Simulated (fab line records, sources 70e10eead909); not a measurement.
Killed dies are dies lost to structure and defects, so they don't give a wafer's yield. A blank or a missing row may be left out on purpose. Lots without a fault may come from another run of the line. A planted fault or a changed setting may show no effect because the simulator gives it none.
Which tool did it? | flow nand_harc | 24 lots, 72 wafers sampled, at 6 steps of a route of 1159

WHAT THE GAUGES READ, wafer by wafer
The record holds no reading of a measuring or inspecting step that can be judged against a usual standard deviation.

WHICH TOOL RAN EACH LOT (tool, then ch and the chambers of the sampled wafers, then the start)
lot  | NHARC_A_STAIRCASE_ETCH_192     | NHARC_A_STAIRCASE_TRIM_198     | NHARC_A_STAIRCASE_ETCH_201     | NHARC_A_STAIRCASE_ETCH_221     | NHARC_A_STAIRCASE_TRIM_222     | NHARC_A_STAIRCASE_TRIM_235
L074 | rie_diel-03 ch 0,1,3, no start | rie_diel-11 ch 0,1,3, no start | rie_diel-11 ch 1,2,3, no start | rie_diel-07 ch 1,2,3, no start | rie_diel-07 ch 0,1,2, no start | rie_diel-07 ch 1,2,3, no start
L075 | rie_diel-07 ch 2,3, no start   | rie_diel-07 ch 0,2,3, no start | rie_diel-07 ch 0,2,3, no start | rie_diel-07 ch 0,1,3, no start | rie_diel-07 ch 2,3, no start   | rie_diel-07 ch 0,3, no start
L076 | rie_diel-03 ch 0,1,2, no start | rie_diel-07 ch 0,2,3, no start | rie_diel-07 ch 0,2,3, no start | rie_diel-11 ch 0,1,3, no start | rie_diel-11 ch 0,1,2, no start | rie_diel-11 ch 0,2,3, no start
L077 | rie_diel-03 ch 1,3, no start   | rie_diel-11 ch 0,2, no start   | rie_diel-11 ch 0,1,3, no start | rie_diel-03 ch 0,2,3, no start | rie_diel-03 ch 0,1,3, no start | rie_diel-11 ch 0,1,3, no start
L080 | rie_diel-03 ch 0,1,3, no start | rie_diel-11 ch 0,1,2, no start | rie_diel-11 ch 0,2,3, no start | rie_diel-07 ch 0,1,2, no start | rie_diel-07 ch 0,1,2, no start | rie_diel-03 ch 1,2, no start
L079 | rie_diel-11 ch 2,3, no start   | rie_diel-07 ch 2,3, no start   | rie_diel-07 ch 1,2,3, no start | rie_diel-03 ch 1,2,3, no start | rie_diel-03 ch 1,2, no start   | rie_diel-07 ch 0,2,3, no start
L078 | rie_diel-11 ch 0,2,3, no start | rie_diel-11 ch 1,2,3, no start | rie_diel-11 ch 2,3, no start   | rie_diel-07 ch 0,3, no start   | rie_diel-07 ch 0,1,2, no start | rie_diel-07 ch 1,2,3, no start
L081 | rie_diel-03 ch 1,2,3, no start | rie_diel-03 ch 1,3, no start   | rie_diel-03 ch 1,2, no start   | rie_diel-07 ch 1,2,3, no start | rie_diel-07 ch 2,3, no start   | rie_diel-07 ch 1,2,3, no start
L082 | rie_diel-07 ch 1,2,3, no start | rie_diel-07 ch 1,2,3, no start | rie_diel-07 ch 0,2, no start   | rie_diel-03 ch 0,1, no start   | rie_diel-03 ch 1,3, no start   | rie_diel-07 ch 1,2, no start
L083 | rie_diel-03 ch 0,1,3, no start | rie_diel-07 ch 1,2,3, no start | rie_diel-07 ch 1,2, no start   | rie_diel-07 ch 0,1,3, no start | rie_diel-07 ch 0,1, no start   | rie_diel-07 ch 0,1,3, no start
L084 | rie_diel-07 ch 0,1, no start   | rie_diel-07 ch 2,3, no start   | rie_diel-07 ch 0,2,3, no start | rie_diel-11 ch 1,2, no start   | rie_diel-11 ch 1,2,3, no start | rie_diel-11 ch 1,2, no start
L085 | rie_diel-03 ch 1,3, no start   | rie_diel-07 ch 0,2,3, no start | rie_diel-07 ch 0,1,3, no start | rie_diel-03 ch 1,3, no start   | rie_diel-03 ch 0,3, no start   | rie_diel-03 ch 1,3, no start
L086 | rie_diel-11 ch 0,1,2, no start | rie_diel-11 ch 0,2,3, no start | rie_diel-11 ch 1,2,3, no start | rie_diel-07 ch 0,1,2, no start | rie_diel-07 ch 0,2,3, no start | rie_diel-07 ch 0,1,2, no start
L087 | rie_diel-07 ch 0,2,3, no start | rie_diel-07 ch 0,1,3, no start | rie_diel-07 ch 0,2,3, no start | rie_diel-03 ch 0,1,3, no start | rie_diel-03 ch 0,1,3, no start | rie_diel-11 ch 2,3, no start
L089 | rie_diel-11 ch 2,3, no start   | rie_diel-11 ch 0,3, no start   | rie_diel-11 ch 0,1,3, no start | rie_diel-11 ch 0,3, no start   | rie_diel-11 ch 1,3, no start   | rie_diel-07 ch 1,2, no start
L088 | rie_diel-03 ch 0,1,2, no start | rie_diel-03 ch 0,2,3, no start | rie_diel-03 ch 0,1,3, no start | rie_diel-11 ch 0,1,3, no start | rie_diel-11 ch 0,3, no start   | rie_diel-11 ch 0,1,3, no start
L091 | rie_diel-07 ch 0,1,3, no start | rie_diel-07 ch 0,1,3, no start | rie_diel-07 ch 0,1,3, no start | rie_diel-03 ch 1,2,3, no start | rie_diel-03 ch 1,2,3, no start | rie_diel-07 ch 1,2,3, no start
L093 | rie_diel-03 ch 0,1,2, no start | rie_diel-03 ch 1,2, no start   | rie_diel-03 ch 0,2,3, no start | rie_diel-07 ch 0,3, no start   | rie_diel-07 ch 0,1,3, no start | rie_diel-07 ch 0,1,2, no start
L092 | rie_diel-11 ch 1,2,3, no start | rie_diel-03 ch 1,2,3, no start | rie_diel-03 ch 0,1,2, no start | rie_diel-03 ch 0,2,3, no start | rie_diel-03 ch 0,2, no start   | rie_diel-03 ch 0,2, no start
L090 | rie_diel-11 ch 1,2,3, no start | rie_diel-11 ch 0,1,2, no start | rie_diel-11 ch 0,2,3, no start | rie_diel-07 ch 0,1, no start   | rie_diel-07 ch 1,2,3, no start | rie_diel-07 ch 0,1, no start
L094 | rie_diel-07 ch 1,2,3, no start | rie_diel-03 ch 0,1,2, no start | rie_diel-03 ch 0,1,2, no start | rie_diel-11 ch 0,2,3, no start | rie_diel-11 ch 0,1,2, no start | rie_diel-07 ch 0,1,3, no start
L095 | rie_diel-03 ch 2,3, no start   | rie_diel-03 ch 0,1,2, no start | rie_diel-03 ch 0,2,3, no start | rie_diel-03 ch 2,3, no start   | rie_diel-03 ch 0,1,3, no start | rie_diel-03 ch 2,3, no start
L096 | rie_diel-03 ch 0,2,3, no start | rie_diel-11 ch 0,3, no start   | rie_diel-11 ch 0,2,3, no start | rie_diel-07 ch 0,3, no start   | rie_diel-07 ch 0,1,2, no start | rie_diel-07 ch 0,3, no start
L097 | rie_diel-07 ch 0,1,2, no start | rie_diel-07 ch 1,2,3, no start | rie_diel-07 ch 0,1,2, no start | rie_diel-03 ch 0,1,2, no start | rie_diel-03 ch 0,2,3, no start | rie_diel-03 ch 1,2,3, no start
- NHARC_A_STAIRCASE_ETCH_192: etches the open film in C4F8/O2, target depth 100 nm, time 40.5 s.
- NHARC_A_STAIRCASE_TRIM_198: chemistry O2, time 211.2 s.
- NHARC_A_STAIRCASE_ETCH_201: etches the open film in C4F8/O2, target depth 100 nm, time 40.5 s.
- NHARC_A_STAIRCASE_ETCH_221: etches the open film in C4F8/O2, target depth 100 nm, time 40.5 s.
- NHARC_A_STAIRCASE_TRIM_222: chemistry O2, time 211.2 s.
- NHARC_A_STAIRCASE_TRIM_235: chemistry O2, time 211.2 s.

WHAT THE TOOLS THEMSELVES READ (means of the sampled wafers that have a number; where no wafer has one, the mark that the record gives instead)
NHARC_A_STAIRCASE_ETCH_192. Usual: oes_product_au 0.941 a.u., standard deviation 0.013; rf_vpp_V 896 V, standard deviation 4.1.
lot  | tool        | oes_product_au (a.u.) | rf_vpp_V (V) | flag
L074 | rie_diel-03 | 0.951                 | 899          |
L075 | rie_diel-07 | 0.931                 | 896          |
L076 | rie_diel-03 | 0.958                 | 901          |
L077 | rie_diel-03 | 0.942                 | 897          |
L080 | rie_diel-03 | 0.943                 | 899          |
L079 | rie_diel-11 | 0.933                 | 891          |
L078 | rie_diel-11 | 0.944                 | 892          |
L081 | rie_diel-03 | 0.939                 | 900          |
L082 | rie_diel-07 | 0.943                 | 895          |
L083 | rie_diel-03 | 0.931                 | 898          |
L084 | rie_diel-07 | 0.939                 | 897          |
L085 | rie_diel-03 | 0.937                 | 896          |
L086 | rie_diel-11 | 0.931                 | 894          |
L087 | rie_diel-07 | 0.943                 | 896          |
L089 | rie_diel-11 | 0.929                 | 889          |
L088 | rie_diel-03 | 0.941                 | 900          |
L091 | rie_diel-07 | 0.946                 | 897          |
L093 | rie_diel-03 | 0.940                 | 900          |
L092 | rie_diel-11 | 0.941                 | 893          |
L090 | rie_diel-11 | 0.936                 | 892          |
L094 | rie_diel-07 | 0.954                 | 895          |
L095 | rie_diel-03 | 0.927                 | 899          |
L096 | rie_diel-03 | 0.942                 | 899          |
L097 | rie_diel-07 | 0.968                 | 895          |

NHARC_A_STAIRCASE_TRIM_198. Usual: drypump_motor_current_A 5.8 A, standard deviation 0.58; oes_product_au 1.000 a.u., standard deviation 0.012; rf_vpp_V 57.8 V, standard deviation 0.81; showerhead_plenum_p_Torr 3.52 Torr, standard deviation 0.1; throttle_valve_pct 17.036 %, standard deviation 0.0091.
lot  | tool        | drypump_motor_current_A (A) | oes_product_au (a.u.) | rf_vpp_V (V) | showerhead_plenum_p_Torr (Torr) | throttle_valve_pct (%) | flag
L074 | rie_diel-11 | 6.0                         | 0.986                 | 57.5         | 3.51                            | 17.034                 |
L075 | rie_diel-07 | 5.5                         | 0.989                 | 58.0         | 3.54                            | 17.032                 |
L076 | rie_diel-07 | 5.5                         | 0.993                 | 57.7         | 3.54                            | 17.032                 |
L077 | rie_diel-11 | 5.8                         | 1.000                 | 57.0         | 3.39                            | 17.038                 |
L080 | rie_diel-11 | 6.0                         | 1.001                 | 57.6         | 3.48                            | 17.035                 |
L079 | rie_diel-07 | 5.5                         | 0.997                 | 58.2         | 3.52                            | 17.039                 |
L078 | rie_diel-11 | 5.8                         | 1.005                 | 57.4         | 3.46                            | 17.037                 |
L081 | rie_diel-03 | 5.5                         | 0.989                 | 58.7         | 3.58                            | 17.043                 |
L082 | rie_diel-07 | 6.0                         | 1.000                 | 56.5         | 3.50                            | 17.031                 |
L083 | rie_diel-07 | 6.0                         | 0.996                 | 58.3         | 3.50                            | 17.033                 |
L084 | rie_diel-07 | 5.5                         | 0.992                 | 57.4         | 3.51                            | 17.039                 |
L085 | rie_diel-07 | 5.5                         | 1.004                 | 58.0         | 3.53                            | 17.029                 |
L086 | rie_diel-11 | 5.7                         | 0.989                 | 57.6         | 3.40                            | 17.036                 |
L087 | rie_diel-07 | 5.7                         | 1.000                 | 57.6         | 3.55                            | 17.031                 |
L089 | rie_diel-11 | 5.6                         | 0.980                 | 57.5         | 3.41                            | 17.038                 |
L088 | rie_diel-03 | 6.0                         | 1.003                 | 58.0         | 3.61                            | 17.035                 |
L091 | rie_diel-07 | 5.7                         | 0.998                 | 57.3         | 3.55                            | 17.039                 |
L093 | rie_diel-03 | 5.1                         | 0.998                 | 58.1         | 3.65                            | 17.032                 |
L092 | rie_diel-03 | 5.8                         | 1.008                 | 58.0         | 3.60                            | 17.034                 |
L090 | rie_diel-11 | 6.0                         | 0.992                 | 57.7         | 3.46                            | 17.039                 |
L094 | rie_diel-03 | 5.4                         | 1.004                 | 58.0         | 3.66                            | 17.034                 |
L095 | rie_diel-03 | 5.4                         | 1.005                 | 57.5         | 3.65                            | 17.041                 |
L096 | rie_diel-11 | 5.6                         | 0.996                 | 57.5         | 3.41                            | 17.037                 |
L097 | rie_diel-07 | 6.0                         | 1.012                 | 58.2         | 3.48                            | 17.034                 |

NHARC_A_STAIRCASE_ETCH_201. Usual: oes_product_au 0.945 a.u., standard deviation 0.014; rf_vpp_V 896 V, standard deviation 3.9.
lot  | tool        | oes_product_au (a.u.) | rf_vpp_V (V) | flag
L074 | rie_diel-11 | 0.943                 | 893          |
L075 | rie_diel-07 | 0.926                 | 897          |
L076 | rie_diel-07 | 0.942                 | 896          |
L077 | rie_diel-11 | 0.936                 | 895          |
L080 | rie_diel-11 | 0.952                 | 892          |
L079 | rie_diel-07 | 0.954                 | 896          |
L078 | rie_diel-11 | 0.925                 | 891          |
L081 | rie_diel-03 | 0.926                 | 900          |
L082 | rie_diel-07 | 0.946                 | 895          |
L083 | rie_diel-07 | 0.957                 | 895          |
L084 | rie_diel-07 | 0.952                 | 896          |
L085 | rie_diel-07 | 0.950                 | 896          |
L086 | rie_diel-11 | 0.932                 | 893          |
L087 | rie_diel-07 | 0.953                 | 896          |
L089 | rie_diel-11 | 0.935                 | 895          |
L088 | rie_diel-03 | 0.965                 | 898          |
L091 | rie_diel-07 | 0.951                 | 896          |
L093 | rie_diel-03 | 0.952                 | 899          |
L092 | rie_diel-03 | 0.936                 | 900          |
L090 | rie_diel-11 | 0.949                 | 891          |
L094 | rie_diel-03 | 0.947                 | 901          |
L095 | rie_diel-03 | 0.953                 | 897          |
L096 | rie_diel-11 | 0.946                 | 890          |
L097 | rie_diel-07 | 0.943                 | 895          |

NHARC_A_STAIRCASE_ETCH_221. Usual: oes_product_au 0.942 a.u., standard deviation 0.016; rf_vpp_V 896 V, standard deviation 3.5.
lot  | tool        | oes_product_au (a.u.) | rf_vpp_V (V) | flag
L074 | rie_diel-07 | 0.951                 | 895          |
L075 | rie_diel-07 | 0.948                 | 898          |
L076 | rie_diel-11 | 0.920                 | 895          |
L077 | rie_diel-03 | 0.957                 | 900          |
L080 | rie_diel-07 | 0.952                 | 896          |
L079 | rie_diel-03 | 0.934                 | 898          |
L078 | rie_diel-07 | 0.940                 | 898          |
L081 | rie_diel-07 | 0.951                 | 895          |
L082 | rie_diel-03 | 0.939                 | 900          |
L083 | rie_diel-07 | 0.950                 | 897          |
L084 | rie_diel-11 | 0.928                 | 896          |
L085 | rie_diel-03 | 0.935                 | 896          |
L086 | rie_diel-07 | 0.963                 | 896          |
L087 | rie_diel-03 | 0.951                 | 898          |
L089 | rie_diel-11 | 0.917                 | 892          |
L088 | rie_diel-11 | 0.932                 | 895          |
L091 | rie_diel-03 | 0.960                 | 898          |
L093 | rie_diel-07 | 0.959                 | 897          |
L092 | rie_diel-03 | 0.934                 | 899          |
L090 | rie_diel-07 | 0.949                 | 897          |
L094 | rie_diel-11 | 0.944                 | 891          |
L095 | rie_diel-03 | 0.934                 | 898          |
L096 | rie_diel-07 | 0.936                 | 897          |
L097 | rie_diel-03 | 0.915                 | 900          |

NHARC_A_STAIRCASE_TRIM_222. Usual: drypump_motor_current_A 5.9 A, standard deviation 0.62; oes_product_au 1.003 a.u., standard deviation 0.012; rf_vpp_V 57.9 V, standard deviation 0.88; showerhead_plenum_p_Torr 3.54 Torr, standard deviation 0.097; throttle_valve_pct 17.036 %, standard deviation 0.0089.
lot  | tool        | drypump_motor_current_A (A) | oes_product_au (a.u.) | rf_vpp_V (V) | showerhead_plenum_p_Torr (Torr) | throttle_valve_pct (%) | flag
L074 | rie_diel-07 | 6.1                         | 1.020                 | 58.6         | 3.53                            | 17.037                 |
L075 | rie_diel-07 | 5.9                         | 0.991                 | 58.8         | 3.49                            | 17.039                 |
L076 | rie_diel-11 | 6.0                         | 0.998                 | 57.6         | 3.48                            | 17.037                 |
L077 | rie_diel-03 | 5.8                         | 1.009                 | 58.1         | 3.60                            | 17.039                 |
L080 | rie_diel-07 | 6.1                         | 1.008                 | 58.7         | 3.53                            | 17.036                 |
L079 | rie_diel-03 | 5.2                         | 0.993                 | 58.1         | 3.66                            | 17.028                 |
L078 | rie_diel-07 | 6.1                         | 1.007                 | 57.3         | 3.53                            | 17.042                 |
L081 | rie_diel-07 | 5.5                         | 0.992                 | 57.4         | 3.52                            | 17.033                 |
L082 | rie_diel-03 | 6.1                         | 0.999                 | 57.8         | 3.53                            | 17.039                 |
L083 | rie_diel-07 | 5.7                         | 1.012                 | 57.3         | 3.58                            | 17.045                 |
L084 | rie_diel-11 | 5.8                         | 0.998                 | 57.0         | 3.45                            | 17.036                 |
L085 | rie_diel-03 | 6.0                         | 1.010                 | 58.4         | 3.61                            | 17.038                 |
L086 | rie_diel-07 | 5.5                         | 1.001                 | 57.8         | 3.53                            | 17.042                 |
L087 | rie_diel-03 | 5.8                         | 1.015                 | 57.9         | 3.59                            | 17.037                 |
L089 | rie_diel-11 | 6.1                         | 0.992                 | 58.0         | 3.54                            | 17.032                 |
L088 | rie_diel-11 | 5.6                         | 0.986                 | 57.2         | 3.41                            | 17.033                 |
L091 | rie_diel-03 | 5.8                         | 1.006                 | 58.1         | 3.60                            | 17.024                 |
L093 | rie_diel-07 | 5.7                         | 1.003                 | 57.9         | 3.55                            | 17.031                 |
L092 | rie_diel-03 | 5.6                         | 1.011                 | 58.1         | 3.69                            | 17.041                 |
L090 | rie_diel-07 | 6.0                         | 1.004                 | 57.2         | 3.49                            | 17.041                 |
L094 | rie_diel-11 | 6.1                         | 0.995                 | 58.6         | 3.46                            | 17.046                 |
L095 | rie_diel-03 | 5.7                         | 1.006                 | 58.2         | 3.58                            | 17.040                 |
L096 | rie_diel-07 | 6.0                         | 1.012                 | 57.8         | 3.50                            | 17.033                 |
L097 | rie_diel-03 | 6.0                         | 1.008                 | 58.3         | 3.60                            | 17.040                 |

NHARC_A_STAIRCASE_TRIM_235. Usual: drypump_motor_current_A 5.8 A, standard deviation 0.6; oes_product_au 1.002 a.u., standard deviation 0.013; rf_vpp_V 57.8 V, standard deviation 0.86; showerhead_plenum_p_Torr 3.52 Torr, standard deviation 0.092; throttle_valve_pct 17.037 %, standard deviation 0.0093.
lot  | tool        | drypump_motor_current_A (A) | oes_product_au (a.u.) | rf_vpp_V (V) | showerhead_plenum_p_Torr (Torr) | throttle_valve_pct (%) | flag
L074 | rie_diel-07 | 6.0                         | 1.001                 | 57.6         | 3.51                            | 17.037                 |
L075 | rie_diel-07 | 5.3                         | 1.001                 | 57.8         | 3.60                            | 17.040                 |
L076 | rie_diel-11 | 5.7                         | 0.997                 | 57.8         | 3.41                            | 17.034                 |
L077 | rie_diel-11 | 6.0                         | 0.980                 | 57.9         | 3.50                            | 17.025                 |
L080 | rie_diel-03 | 5.1                         | 0.988                 | 58.7         | 3.66                            | 17.037                 |
L079 | rie_diel-07 | 5.5                         | 0.998                 | 57.3         | 3.54                            | 17.034                 |
L078 | rie_diel-07 | 6.0                         | 1.006                 | 58.4         | 3.50                            | 17.049                 |
L081 | rie_diel-07 | 6.0                         | 1.000                 | 57.4         | 3.50                            | 17.035                 |
L082 | rie_diel-07 | 6.3                         | 1.002                 | 58.0         | 3.47                            | 17.031                 |
L083 | rie_diel-07 | 5.7                         | 1.005                 | 57.8         | 3.55                            | 17.034                 |
L084 | rie_diel-11 | 6.1                         | 1.006                 | 57.4         | 3.52                            | 17.035                 |
L085 | rie_diel-03 | 6.2                         | 1.006                 | 57.3         | 3.53                            | 17.034                 |
L086 | rie_diel-07 | 6.1                         | 1.019                 | 56.8         | 3.52                            | 17.039                 |
L087 | rie_diel-11 | 5.5                         | 0.995                 | 57.8         | 3.35                            | 17.049                 |
L089 | rie_diel-07 | 6.5                         | 1.014                 | 57.8         | 3.48                            | 17.039                 |
L088 | rie_diel-11 | 6.0                         | 0.991                 | 57.9         | 3.49                            | 17.029                 |
L091 | rie_diel-07 | 6.0                         | 0.994                 | 58.6         | 3.49                            | 17.028                 |
L093 | rie_diel-07 | 6.1                         | 1.008                 | 57.6         | 3.51                            | 17.046                 |
L092 | rie_diel-03 | 5.6                         | 1.010                 | 58.2         | 3.67                            | 17.030                 |
L090 | rie_diel-07 | 6.2                         | 1.021                 | 57.8         | 3.53                            | 17.038                 |
L094 | rie_diel-07 | 5.7                         | 1.000                 | 57.6         | 3.54                            | 17.037                 |
L095 | rie_diel-03 | 6.0                         | 1.006                 | 57.5         | 3.62                            | 17.036                 |
L096 | rie_diel-07 | 5.2                         | 1.001                 | 57.8         | 3.55                            | 17.044                 |
L097 | rie_diel-03 | 5.8                         | 1.004                 | 58.2         | 3.59                            | 17.035                 |

THE ANSWER, worked out from the rows above alone
Rule: a lot is off if the mean of its wafers that have a number lies more than 3 standard deviations from the usual mean. A lot without any number at a reading at which 4 lots or more have one is off too. The other lots that the step has rows for count as sound. The gauges are gone through in route order, then the tools' own readings, and for those a lot's mean is taken as printed above. The first step at which some lot is off is used, and at that step the reading that is off furthest; a lot without a number counts as furthest.
No lot is off at any reading shown: from this, nothing can be told.

WHAT THE SIMULATOR HAD PUT IN
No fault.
